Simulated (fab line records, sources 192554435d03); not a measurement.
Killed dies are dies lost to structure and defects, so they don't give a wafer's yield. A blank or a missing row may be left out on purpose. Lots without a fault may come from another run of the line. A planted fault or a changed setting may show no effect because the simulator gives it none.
Which tool did it? | flow n5_finfet | 11 lots, 31 wafers sampled, at 3 steps of a route of 1938

WHAT THE GAUGES READ, wafer by wafer
N5_WELL_APT_CD_MEAS_25: target cd 200 nm. Usual: cd_nm 199.6 nm, standard deviation 1.5.
lot  | measured    | on        | cd_nm (nm)        | flag
L957 | day 1 15:32 | cd_sem-03 | 200.9 201.1 198.1 |
L959 | day 2 03:03 | cd_sem-01 | 198.8 201.5 197.9 |
L961 | day 2 14:56 | cd_sem-02 | 200.4 199.7       |
L962 | day 2 21:05 | cd_sem-01 | 200.1 198.4 200.5 |
L964 | day 3 09:22 | cd_sem-01 | 199.3 197.7       |
L965 | day 3 16:17 | cd_sem-03 | 198.3 199.6 198.7 |
L972 | day 5 09:34 | cd_sem-01 | 198.9 198.6 198.6 |
L973 | day 5 14:50 | cd_sem-02 | 200.3 200.2 198.7 |
L976 | day 6 08:56 | cd_sem-01 | 199.6 200.3 200.4 |
L977 | day 6 15:04 | cd_sem-03 | 199.4 202.1 200.5 |
L980 | day 7 09:03 | cd_sem-03 | 198.0 198.0 198.0 |

N5_PMOS_HMC_CHANNEL_EPI_THK_MEAS_22. Usual: HMC_CMP_THK 53.8 nm, standard deviation 0.95.
lot  | measured    | on            | HMC_CMP_THK (nm) | flag
L957 | day 1 20:26 | film_metro-02 | 53.0 52.3 53.3   |
L959 | day 2 07:50 | film_metro-01 | 52.4 53.3 54.5   |
L961 | day 2 19:53 | film_metro-01 | 52.9 57.7        |
L962 | day 3 02:01 | film_metro-01 | 54.2 55.0 54.8   |
L964 | day 3 14:09 | film_metro-01 | 57.1 52.0        |
L965 | day 3 22:02 | film_metro-01 | 58.6 52.2 53.5   |
L972 | day 5 14:41 | film_metro-01 | 53.5 53.5 55.3   |
L973 | day 5 21:30 | film_metro-01 | 54.0 55.1 54.5   |
L976 | day 6 16:04 | film_metro-01 | 53.0 54.2 53.4   |
L977 | day 6 20:11 | film_metro-02 | 54.3 53.9 54.5   |
L980 | day 7 16:23 | film_metro-01 | 53.3 54.1 53.4   |

WHICH TOOL RAN EACH LOT (tool, then ch and the chambers of the sampled wafers, then the start)
lot  | N5_PMOS_HMC_CHANNEL_EPI_FIN_RECESS_16
L957 | rie_si-04 ch 0,2,3, day 1 18:37
L959 | rie_si-04 ch 0,2,3, day 2 05:38
L961 | rie_si-04 ch 2,3, day 2 17:40
L962 | rie_si-02 ch 0,1,2, day 3 00:13
L964 | rie_si-04 ch 1,3, day 3 12:20
L965 | rie_si-04 ch 0,3, day 3 19:47
L972 | rie_si-03 ch 0,1,2, day 5 12:53
L973 | rie_si-02 ch 0,2,3, day 5 18:03
L976 | rie_si-04 ch 0,1,3, day 6 11:53
L977 | rie_si-02 ch 2,3, day 6 17:54
L980 | rie_si-03 ch 1,2,3, day 7 11:59
- N5_PMOS_HMC_CHANNEL_EPI_FIN_RECESS_16: chemistry HBr/Cl2, target Si, target depth 54 nm, time 18 s.

WHAT THE TOOLS THEMSELVES READ (means of the sampled wafers that have a number; where no wafer has one, the mark that the record gives instead)
N5_PMOS_HMC_CHANNEL_EPI_FIN_RECESS_16. Usual: HBr_flow_sccm 150.0 sccm, standard deviation 0.46; drypump_motor_current_A 5.6 A, standard deviation 0.45; oes_product_au 0.998 a.u., standard deviation 0.014; throttle_valve_pct 35.41 %, standard deviation 0.17.
lot  | tool      | HBr_flow_sccm (sccm) | drypump_motor_current_A (A) | oes_product_au (a.u.) | throttle_valve_pct (%) | flag
L957 | rie_si-04 | 150.6                | 5.5                         | 0.990                 | 35.24                  |
L959 | rie_si-04 | 149.8                | 5.5                         | 0.993                 | 35.24                  |
L961 | rie_si-04 | 149.8                | 5.6                         | 0.990                 | 35.20                  |
L962 | rie_si-02 | 150.0                | 5.6                         | 1.017                 | 35.46                  |
L964 | rie_si-04 | 150.6                | 5.7                         | 0.981                 | 35.20                  |
L965 | rie_si-04 | 150.2                | 5.4                         | 0.993                 | 35.22                  |
L972 | rie_si-03 | 149.8                | 5.8                         | 0.995                 | 35.59                  |
L973 | rie_si-02 | 150.1                | 5.2                         | 1.009                 | 35.39                  |
L976 | rie_si-04 | 149.7                | 5.5                         | 0.993                 | 35.24                  |
L977 | rie_si-02 | 150.0                | 5.2                         | 0.993                 | 35.43                  |
L980 | rie_si-03 | 149.8                | 6.2                         | 0.998                 | 35.56                  |

THE ANSWER, worked out from the rows above alone
Rule: a lot is off if the mean of its wafers that have a number lies more than 3 standard deviations from the usual mean. A lot without any number at a reading at which 4 lots or more have one is off too. The other lots that the step has rows for count as sound. The gauges are gone through in route order, then the tools' own readings, and for those a lot's mean is taken as printed above. The first step at which some lot is off is used, and at that step the reading that is off furthest; a lot without a number counts as furthest.
No lot is off at any reading shown: from this, nothing can be told.

WHAT THE SIMULATOR HAD PUT IN
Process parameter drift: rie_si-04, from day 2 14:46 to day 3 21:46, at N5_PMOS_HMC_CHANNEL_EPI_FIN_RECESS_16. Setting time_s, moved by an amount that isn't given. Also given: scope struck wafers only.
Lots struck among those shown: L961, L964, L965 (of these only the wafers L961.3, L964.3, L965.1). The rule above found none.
